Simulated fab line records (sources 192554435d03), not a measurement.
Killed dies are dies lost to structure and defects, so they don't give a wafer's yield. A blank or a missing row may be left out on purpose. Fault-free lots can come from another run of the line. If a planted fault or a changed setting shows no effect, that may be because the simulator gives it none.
Chamber matching -- flow n5 finfet -- N5_MOL_CONTACT_COAG_ALD_131 on ald sin-04: 4 sister chambers
The step deposits SiO2, target thk 5 nm, pulse time 1 s, co reactant pulse time 1 s. 20 wafers are shown with their chamber, then 10 later ones without.

## WAFERS WITH THEIR CHAMBER
wafer,chamber,heater power w (W),precursor pulse height rel,chamber pressure Torr (Torr)
L076.1,2,71,0.994,2.000
L076.4,3,82,0.990,2.000
L076.6,2,72,1.034,2.008
L081.2,0,76,0.984,2.004
L081.4,1,74,0.986,2.004
L081.6,0,76,0.987,1.990
L082.2,0,76,1.005,2.000
L082.3,3,85,1.028,2.000
L082.6,2,72,0.996,2.002
L083.1,0,77,0.951,2.004
L083.3,2,73,1.010,2.003
L083.6,0,76,0.999,2.005
L084.1,2,71,1.032,2.003
L084.2,3,84,1.013,2.005
L084.5,1,75,1.012,2.002
L085.4,2,72,0.962,1.998
L085.5,1,75,0.985,2.008
L085.6,0,77,0.997,2.009
L090.2,3,83,0.990,1.996
L090.3,2,73,1.006,1.995

SIGNATURES (means of the wafers above)
reading,chamber 0,chamber 1,chamber 2,chamber 3,scatter within a chamber
heater power w,76.33,74.67,72.00,83.50,0.829
precursor pulse height rel,0.98717,0.99433,1.00486,1.00525,0.021
chamber pressure Torr,2.00200,2.00467,2.00129,2.00025,0.00485
Rule: a wafer's distance from a chamber is the root of the sum, over the readings, of the square of ((its reading less the chamber's mean) divided by the reading's scatter). If the next closest chamber is less than 2 further off than the closest, the wafer can't be placed; otherwise it belongs to the closest. The scatter: the root of (the sum of the squares of (reading less its chamber's mean) over the shown wafers, divided by (wafers less chambers)).

## WAFERS WITHOUT THEIR CHAMBER
wafer,heater power w (W),precursor pulse height rel,chamber pressure Torr (Torr)
L090.5,73,1.038,1.994
L092.2,72,0.986,2.001
L092.4,76,1.008,2.004
L092.6,84,0.981,1.998
L096.2,71,1.026,1.999
L096.3,85,1.033,1.992
L096.5,74,1.005,2.001
L097.2,83,1.030,1.998
L097.4,76,0.994,1.998
L097.5,72,0.991,2.002

## THE CHAMBER EACH PASSED THROUGH
wafer,from the rows above,in truth
L090.5,can't be placed: 2 or 1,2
L092.2,2,2
L092.4,can't be placed: 0 or 1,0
L092.6,3,3
L096.2,2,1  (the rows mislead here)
L096.3,3,3
L096.5,can't be placed: 1 or 2 or 0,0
L097.2,3,3
L097.4,can't be placed: 0 or 1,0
L097.5,2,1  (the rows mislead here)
Correct placement for 4 of the 10. Cannot be placed on the basis of these rows: 4; the candidates contain the true chamber in 4. Placed wrongly: 2.
